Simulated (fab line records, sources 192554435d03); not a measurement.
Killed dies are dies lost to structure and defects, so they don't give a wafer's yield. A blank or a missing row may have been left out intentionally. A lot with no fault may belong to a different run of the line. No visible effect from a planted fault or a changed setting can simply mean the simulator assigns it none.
fab line records -- flow n5Finfet
record lots=7, wafers=39
route steps=1938 shown BEOL_M6@1239 BEOL_M8@1368
startH: start of the lot's first displayed wafer, in hours after the record's first day -- waitH: hours from the lot's prior step to this one -- " identical to the entry in the row above -- L1.1+2: several wafers, shown together as one row -- - no value, or no start given -- * or withheld: withheld -- < > ~ a bound
route shown NAME@n: a module of which the file shows steps, and the number in the route of the first -- usual: mean and standard deviation over wafers with no fault -- same: alike in all rows -- chamber/n: place in a boat -- sites: per-site readings -- _std_site: standard deviation across them -- _edge_site: the outer-site mean with the inner-site mean subtracted -- radiusMm: how far each site lies from the wafer's centre -- mask NAME#n: copy n -- behind: the tool/chamber that last shaped the wafer -- hold: cause of the lot's hold/its duration in hours/its outcome -- device: transistor that didn't switch, given as n, p or np -- end of line: tests of these same wafers at the route's end -- step lacking rows: just its recipe -- killed: count of dies lost to structure and defects at first sort (not the wafer's yield) -- map: dies across one wafer; x = killed, . = not, _ = none there
set.NAME: the run value of the setting; set.NAME@STEP: its run value at that earlier step -- model.NAME: the simulator's own value behind a step, which no gauge read
lots where settings were altered on purpose, with a table for each step and a row for each wafer
## steps
# step N5_BEOL_M6_TRENCH_ETCH_37
# recipe chemistry=C4F6/O2, targetDepthA=944.35, target=SiCOH_lowk, timeS=31.5, ionEnergyEv=250, pressureMtorr=30, sourceW=345, biasW=185, Ar_flow_sccm=300, C4F6_flow_sccm=10, O2_flow_sccm=10
lot.wafer,tool,chamber,startH,waitH,set.targetDepthA,model.etch.depthNm,model.BEOL_M6.featureDepthNm,model.TiN_of_BEOL_M6_HM_DEP_02.thkNm
L078.1,rieDiel-05,2,-,-,944.35,92.96,93,17.4
L078.2,rieDiel-05,3,-,-,944.35,94.53,94.6,17.2
L078.3,rieDiel-05,1,-,-,1268,125,125,16.2
L078.4,rieDiel-05,1,-,-,1268,124.2,124.2,16
L078.5,rieDiel-05,2,-,-,1268,124.3,124.2,16.2
L078.6,rieDiel-05,3,-,-,944.35,94.24,94.2,17.4
L079.1,rieDiel-01,3,-,-,944.35,95.01,95,17
L079.2,rieDiel-01,1,-,-,944.35,95.21,95.2,17.2
L079.3,rieDiel-01,2,-,-,1463,143.1,143.2,15.4
L079.4,rieDiel-01,0,-,-,944.35,92.79,92.8,17.4
L079.5,rieDiel-01,1,-,-,1463,150,150,15.4
L079.6,rieDiel-01,2,-,-,1463,144.9,144.8,15.6
L081.1,rieDiel-01,0,-,-,1291,127.2,127.2,16.8
L081.2,rieDiel-01,1,-,-,1291,129.2,129.2,16.4
L081.3,rieDiel-01,3,-,-,1291,129.6,129.6,16.4
L081.4,rieDiel-01,2,-,-,944.35,93.02,93,17.4
L081.5,rieDiel-01,2,-,-,944.35,93.19,93.2,17.8
L081.6,rieDiel-01,1,-,-,944.35,95.91,96,17.4
L082.1,rieDiel-01,1,-,-,944.35,95.49,95.4,17.2
L082.2,rieDiel-01,0,-,-,1350,133.2,133.2,16.4
L082.3,rieDiel-01,3,-,-,944.35,94.8,94.8,17.4
L082.4,rieDiel-01,2,-,-,1350,133.1,133,16.6
L082.5,rieDiel-01,3,-,-,944.35,95.47,95.4,17.4
L082.6,rieDiel-01,0,-,-,1350,133.3,133.4,16.6
L084.1,rieDiel-05,0,-,-,944.35,96.11,96.2,17.2
L084.2,rieDiel-05,3,-,-,944.35,94.81,94.8,17
L084.3,rieDiel-05,1,-,-,944.35,92.89,92.8,17.2
L084.4,rieDiel-05,0,-,-,944.35,95.91,96,17.2
L084.5,rieDiel-05,3,-,-,944.35,94.87,94.8,17.4
L084.6,rieDiel-05,1,-,-,944.35,93.53,93.6,17
L085.1,rieDiel-06,1,-,-,1094,108.4,108.4,17
L085.2,rieDiel-06,0,-,-,944.35,94.62,94.6,17.8
L085.3,rieDiel-06,2,-,-,944.35,92.86,92.8,17.4
L085.4,rieDiel-06,3,-,-,944.35,94.26,94.2,17.6
L085.5,rieDiel-06,0,-,-,1094,109.6,109.6,17.2
L085.6,rieDiel-06,3,-,-,1094,108.4,108.4,17.4
L093.3,rieDiel-06,2,-,-,944.35,92.73,92.8,17.6
L093.4,rieDiel-06,3,-,-,944.35,92.44,92.4,17.4
L093.5,rieDiel-06,1,-,-,944.35,92.31,92.4,17.6
# step N5_BEOL_M6_ETCH_41
# recipe chemistry=CH3F/O2, target=SiCN, targetDepthA=297, taperDeg=2, timeS=52, ionEnergyEv=120, maskMaterial=TiN, pressureMtorr=30, sourceW=395, biasW=75, Ar_flow_sccm=150, CH3F_flow_sccm=30, O2_flow_sccm=20
# step N5_BEOL_M6_STRIP_80
# recipe chemistry=N2/H2, timeS=10, powerW=450, tempC=40, pressureMtorr=20, rfFrequencyHz=6e+07, biasPowerW=7, n2FlowSccm=200, h2FlowSccm=200
# step N5_BEOL_M6_OCD_MEAS_38
# usual trenchDepthNm=93.8/1.3
lot.wafer,tool,chamber,startH,waitH,set.targetDepthA@BEOL_M6_TRENCH_ETCH_37,trenchDepthNm
L078.1,ocd-01,-,214.00,-,944.35,92.7
L078.2,ocd-01,-,214.00,-,944.35,94.0
L078.3,ocd-01,-,214.00,-,1268,124.7
L078.4,ocd-01,-,214.00,-,1268,124.6
L078.5,ocd-01,-,214.00,-,1268,124.4
L078.6,ocd-01,-,214.00,-,944.35,94.0
L079.1,ocd-01,-,217.11,-,944.35,94.6
L079.2,ocd-01,-,217.11,-,944.35,94.8
L079.3,ocd-01,-,217.11,-,1463,143.0
L079.4,ocd-01,-,217.11,-,944.35,92.7
L079.5,ocd-01,-,217.11,-,1463,150.3
L079.6,ocd-01,-,217.11,-,1463,144.8
L081.1,ocd-02,-,227.44,-,1291,126.7
L081.2,ocd-02,-,227.44,-,1291,129.4
L081.3,ocd-02,-,227.44,-,1291,129.2
L081.4,ocd-02,-,227.44,-,944.35,93.0
L081.5,ocd-02,-,227.44,-,944.35,92.7
L081.6,ocd-02,-,227.44,-,944.35,96.0
L082.1,ocd-02,-,228.84,-,944.35,95.1
L082.2,ocd-02,-,228.84,-,1350,133.2
L082.3,ocd-02,-,228.84,-,944.35,94.8
L082.4,ocd-02,-,228.84,-,1350,133.0
L082.5,ocd-02,-,228.84,-,944.35,95.2
L082.6,ocd-02,-,228.84,-,1350,133.3
L084.1,ocd-01,-,264.47,-,944.35,96.4
L084.2,ocd-01,-,264.47,-,944.35,94.8
L084.3,ocd-01,-,264.47,-,944.35,92.8
L084.4,ocd-01,-,264.47,-,944.35,96.3
L084.5,ocd-01,-,264.47,-,944.35,94.5
L084.6,ocd-01,-,264.47,-,944.35,93.0
L085.1,ocd-02,-,268.09,-,1094,108.4
L085.2,ocd-02,-,268.09,-,944.35,94.3
L085.3,ocd-02,-,268.09,-,944.35,92.5
L085.4,ocd-02,-,268.09,-,944.35,94.4
L085.5,ocd-02,-,268.09,-,1094,110.1
L085.6,ocd-02,-,268.09,-,1094,108.3
L093.3,ocd-02,-,308.20,-,944.35,92.8
L093.4,ocd-02,-,308.20,-,944.35,92.0
L093.5,ocd-02,-,308.20,-,944.35,92.2
# step N5_BEOL_M6_HM_STRIP_39
# recipe chemistry=peroxideTinStrip, material=TiN, targetDepthA=250, tempC=50, timeS=158
# step N5_BEOL_M6_SRD_40
# recipe timeS=30, tempC=23, rinseLiquid=diw, dry=ipaMarangoni
# step N5_BEOL_M6_ECD_50
# recipe material=Cu, targetThkA=3000
# step N5_BEOL_M6_ANNEAL_51
# recipe tempC=225, timeS=90, ambient=N2
# step N5_BEOL_M6_CMP_52
# recipe stopOn=SiCOH_lowk, tOverpolishS=6.9, downForcePsi=1, platenRpm=50, clearingPlatenDownForcePsi=1.5, clearingPlatenRpm=50, postCmpClean=cuAlkaline, targetThkNm=80, clearingPlatenPadVelocityMS=0.99484, padVelocityMS=0.99484
lot.wafer,tool,chamber,startH,waitH,set.targetDepthA@BEOL_M6_TRENCH_ETCH_37,model.Cu_of_BEOL_M6_ECD_50.thkNm
L078.4,cmp-03,3,215.98,0.1,1268,108.8
L078.1,cmp-03,0,215.98,0.1,944.35,76
L078.2,cmp-03,1,215.98,0.1,944.35,79.4
L078.3,cmp-03,2,215.98,0.1,1268,110.8
L078.6,cmp-03,3,215.98,0.1,944.35,79.8
L078.5,cmp-03,0,215.98,0.1,1268,108.4
L079.2,cmp-01,2,221.29,0.2,944.35,81
L079.3,cmp-01,3,221.29,0.2,1463,128.8
L079.1,cmp-01,0,221.29,0.2,944.35,80.2
L079.4,cmp-01,1,221.29,0.2,944.35,77
L079.5,cmp-01,2,221.29,0.2,1463,134.8
L079.6,cmp-01,3,221.29,0.2,1463,130.4
L081.1,cmp-01,1,229.96,0.3,1291,111.8
L081.3,cmp-01,2,229.96,0.3,1291,113
L081.2,cmp-01,3,229.96,0.3,1291,114.8
L081.4,cmp-01,0,229.96,0.3,944.35,77.8
L081.6,cmp-01,1,229.96,0.3,944.35,80
L081.5,cmp-01,2,229.96,0.3,944.35,78.8
L082.4,cmp-03,2,230.65,0.1,1350,118.2
L082.1,cmp-03,3,230.65,0.1,944.35,81
L082.2,cmp-03,0,230.65,0.1,1350,117
L082.3,cmp-03,1,230.65,0.1,944.35,80.8
L082.6,cmp-03,2,230.65,0.1,1350,118.8
L082.5,cmp-03,3,230.65,0.1,944.35,80.6
L084.3,cmp-04,0,267.25,0.3,944.35,79
L084.2,cmp-04,1,267.25,0.3,944.35,80.4
L084.4,cmp-04,2,267.25,0.3,944.35,81.4
L084.1+5,cmp-04,"3,0",267.25,0.3,944.35,81
L084.6,cmp-04,1,267.25,0.3,944.35,77.8
L085.3,cmp-04,0,270.13,0.2,944.35,78.2
L085.4,cmp-04,1,270.13,0.2,944.35,79
L085.1,cmp-04,2,270.13,0.2,1094,94.6
L085.2,cmp-04,3,270.13,0.2,944.35,82.4
L085.6,cmp-04,0,270.13,0.2,1094,92.2
L085.5,cmp-04,1,270.13,0.2,1094,94.4
L093.3,cmp-04,2,310.33,0.2,944.35,77.4
L093.4,cmp-04,3,310.33,0.2,944.35,79.6
L093.5,cmp-04,2,310.33,0.2,944.35,77.6
# step N5_BEOL_M6_THK_MEAS_53
# recipe thkMeasGauge=xrf, reads=Cu_of_BEOL_M6_ECD_50
# usual M6_THK=79.5/1.7
lot.wafer,tool,chamber,startH,waitH,set.targetDepthA@BEOL_M6_TRENCH_ETCH_37,M6_THK[nm]
L078.1,filmMetro-01,-,216.27,-,944.35,76.3
L078.2,filmMetro-01,-,216.27,-,944.35,79.8
L078.3,filmMetro-01,-,216.27,-,1268,111.2
L078.4,filmMetro-01,-,216.27,-,1268,109.4
L078.5,filmMetro-01,-,216.27,-,1268,108.4
L078.6,filmMetro-01,-,216.27,-,944.35,80.3
L079.1,filmMetro-01,-,221.59,-,944.35,81.4
L079.2,filmMetro-01,-,221.59,-,944.35,82.1
L079.3,filmMetro-01,-,221.59,-,1463,130.3
L079.4,filmMetro-01,-,221.59,-,944.35,77.9
L079.5,filmMetro-01,-,221.59,-,1463,136.1
L079.6,filmMetro-01,-,221.59,-,1463,131.5
L081.1,filmMetro-02,-,230.25,-,1291,111.6
L081.2,filmMetro-02,-,230.25,-,1291,114.6
L081.3,filmMetro-02,-,230.25,-,1291,112.7
L081.4,filmMetro-02,-,230.25,-,944.35,77.6
L081.5,filmMetro-02,-,230.25,-,944.35,78.7
L081.6,filmMetro-02,-,230.25,-,944.35,79.7
L082.1,filmMetro-01,-,230.94,-,944.35,81.4
L082.2,filmMetro-01,-,230.94,-,1350,117.6
L082.3,filmMetro-01,-,230.94,-,944.35,81.4
L082.4,filmMetro-01,-,230.94,-,1350,119.5
L082.5,filmMetro-01,-,230.94,-,944.35,81.2
L082.6,filmMetro-01,-,230.94,-,1350,119.6
L084.1,filmMetro-01,-,267.54,-,944.35,81.2
L084.2,filmMetro-01,-,267.54,-,944.35,80.7
L084.3,filmMetro-01,-,267.54,-,944.35,79.1
L084.4,filmMetro-01,-,267.54,-,944.35,81.5
L084.5,filmMetro-01,-,267.54,-,944.35,81.3
L084.6,filmMetro-01,-,267.54,-,944.35,78.1
L085.1,filmMetro-01,-,270.42,-,1094,94.8
L085.2,filmMetro-01,-,270.42,-,944.35,82.5
L085.3,filmMetro-01,-,270.42,-,944.35,78.2
L085.4,filmMetro-01,-,270.42,-,944.35,78.9
L085.5,filmMetro-01,-,270.42,-,1094,94.5
L085.6,filmMetro-01,-,270.42,-,1094,92.6
L093.3,filmMetro-01,-,310.62,-,944.35,77.0
L093.4,filmMetro-01,-,310.62,-,944.35,79.3
L093.5,filmMetro-01,-,310.62,-,944.35,77.8
# step N5_BEOL_M6_PRE_CLEAN_55
# recipe gas=NH3, timeS=15, tempC=withheld, rfPowerW=300
# step N5_BEOL_M6_DEP_56
# recipe material=SiCN, targetThkA=100, tempC=withheld, precursor=3MS/NH3, pressureTorr=3, rfW=202, timeS=17.5
# step N5_BEOL_M6_RS_MEAS_57
# recipe thkMeasGauge=four-point-probe, reads=Cu_of_BEOL_M6_ECD_50+Co_of_BEOL_M6_CVD_78+TaN_of_BEOL_M6_ALD_77
# usual M6_RS=0.288/0.0068
lot.wafer,tool,chamber,startH,waitH,set.targetDepthA@BEOL_M6_TRENCH_ETCH_37,M6_RS[ohm/sq]
L078.1,filmMetro-01,-,216.40,0.1,944.35,0.303
L078.2,filmMetro-01,-,216.40,0.1,944.35,0.289
L078.3,filmMetro-01,-,216.40,0.1,1268,0.197
L078.4,filmMetro-01,-,216.40,0.1,1268,0.201
L078.5,filmMetro-01,-,216.40,0.1,1268,0.201
L078.6,filmMetro-01,-,216.40,0.1,944.35,0.287
L079.1,filmMetro-02,-,221.72,0.1,944.35,0.284
L079.2,filmMetro-02,-,221.72,0.1,944.35,0.281
L079.3,filmMetro-02,-,221.72,0.1,1463,0.166
L079.4,filmMetro-02,-,221.72,0.1,944.35,0.299
L079.5,filmMetro-02,-,221.72,0.1,1463,0.158
L079.6,filmMetro-02,-,221.72,0.1,1463,0.163
L081.1,filmMetro-01,-,230.38,0.1,1291,0.195
L081.2,filmMetro-01,-,230.38,0.1,1291,0.189
L081.3,filmMetro-01,-,230.38,0.1,1291,0.192
L081.4,filmMetro-01,-,230.38,0.1,944.35,0.295
L081.5,filmMetro-01,-,230.38,0.1,944.35,0.291
L081.6,filmMetro-01,-,230.38,0.1,944.35,0.286
L082.1,filmMetro-01,-,231.07,0.1,944.35,0.282
L082.2,filmMetro-01,-,231.07,0.1,1350,0.185
L082.3,filmMetro-01,-,231.07,0.1,944.35,0.283
L082.4,filmMetro-01,-,231.07,0.1,1350,0.183
L082.5,filmMetro-01,-,231.07,0.1,944.35,0.284
L082.6,filmMetro-01,-,231.07,0.1,1350,0.182
L084.1,filmMetro-01,-,267.67,0.1,944.35,0.282
L084.2,filmMetro-01,-,267.67,0.1,944.35,0.284
L084.3,filmMetro-01,-,267.67,0.1,944.35,0.290
L084.4,filmMetro-01,-,267.67,0.1,944.35,0.280
L084.5,filmMetro-01,-,267.67,0.1,944.35,0.282
L084.6,filmMetro-01,-,267.67,0.1,944.35,0.295
L085.1,filmMetro-02,-,270.55,0.1,1094,0.235
L085.2,filmMetro-02,-,270.55,0.1,944.35,0.276
L085.3,filmMetro-02,-,270.55,0.1,944.35,0.293
L085.4,filmMetro-02,-,270.55,0.1,944.35,0.290
L085.5,filmMetro-02,-,270.55,0.1,1094,0.236
L085.6,filmMetro-02,-,270.55,0.1,1094,0.242
L093.3,filmMetro-01,-,310.78,0.1,944.35,0.298
L093.4,filmMetro-01,-,310.78,0.1,944.35,0.288
L093.5,filmMetro-01,-,310.78,0.1,944.35,0.296
# step N5_BEOL_M8_DESCUM_33
# recipe chemistry=O2, timeS=7, sourcePowerW=50, biasPowerW=20, pressureMtorr=20, rfFrequencyHz=2.712e+07, tempC=40, resist=CAR-EUV, o2FlowSccm=225
lot.wafer,tool,chamber,startH,waitH,set.timeS,model.CAR-EUV_of_BEOL_M8_COAT_22.thkNm
L078.1+3+4,rieDiel-06,"2,1,0",228.73,0.0,8.105,25.8
L078.2+5+6,rieDiel-06,"3,1,2",228.73,0.0,7,26.2
L079.1+2+3,rieDiel-01,"1,2,3",234.27,0.0,7,26
L079.4,rieDiel-01,0,234.27,0.0,9.344,25
L079.5+6,rieDiel-01,"3,0",234.27,0.0,9.344,24.8
L082.1+5+6,rieDiel-06,"3,1,0",244.02,0.7,7,26
L082.2+3,rieDiel-06,"1,0",244.02,0.7,4.302,27.2
L082.4,rieDiel-06,2,244.02,0.7,4.302,27.4
L081.1+3+4,rieDiel-05,"2,0,1",244.08,0.7,7,26.2
L081.2+5+6,rieDiel-05,"3,3,0",244.08,0.7,3.683,27.8
L084.1+6,rieDiel-06,"0,3",281.37,0.0,10.57,24.2
L084.2+3+4,rieDiel-06,"2,1,3",281.37,0.0,7,26
L084.5,rieDiel-06,0,281.37,0.0,10.57,24.4
L085.1+4,rieDiel-06,"3,0",284.04,0.0,5.05,27
L085.2+3,rieDiel-06,"1,2",284.04,0.0,7,26.2
L085.5,rieDiel-06,1,284.04,0.0,7,26.4
L085.6,rieDiel-06,2,284.04,0.0,5.05,27.2
L093.3+4+5,rieDiel-05,"3,1,2",323.32,0.4,7,26.2
## key
split step=N5_BEOL_M6_TRENCH_ETCH_37, setting=targetDepthA, stated=944.35, by=wafer
response step=N5_BEOL_M6_TRENCH_ETCH_37, reading=model.etch.depthNm, change=+0.92, per=1%, r=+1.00
response step=N5_BEOL_M6_TRENCH_ETCH_37, reading=model.BEOL_M6.featureDepthNm, change=+0.92, per=1%, r=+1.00
response step=N5_BEOL_M6_TRENCH_ETCH_37, reading=model.TiN_of_BEOL_M6_HM_DEP_02.thkNm, change=-0.028, per=1%, r=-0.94
response step=N5_BEOL_M6_OCD_MEAS_38, reading=trenchDepthNm, change=+0.926, per=1%, r=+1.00
response step=N5_BEOL_M6_CMP_52, reading=model.Cu_of_BEOL_M6_ECD_50.thkNm, change=+0.916, per=1%, r=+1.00
response step=N5_BEOL_M6_THK_MEAS_53, reading=M6_THK, change=+0.919, per=1%, r=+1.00
response step=N5_BEOL_M6_RS_MEAS_57, reading=M6_RS, change=-0.00246, per=1%, r=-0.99
split step=N5_BEOL_M8_DESCUM_33, setting=timeS, stated=7, by=wafer
response step=N5_BEOL_M8_DESCUM_33, reading=model.CAR-EUV_of_BEOL_M8_COAT_22.thkNm, change=-0.033, per=1%, r=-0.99
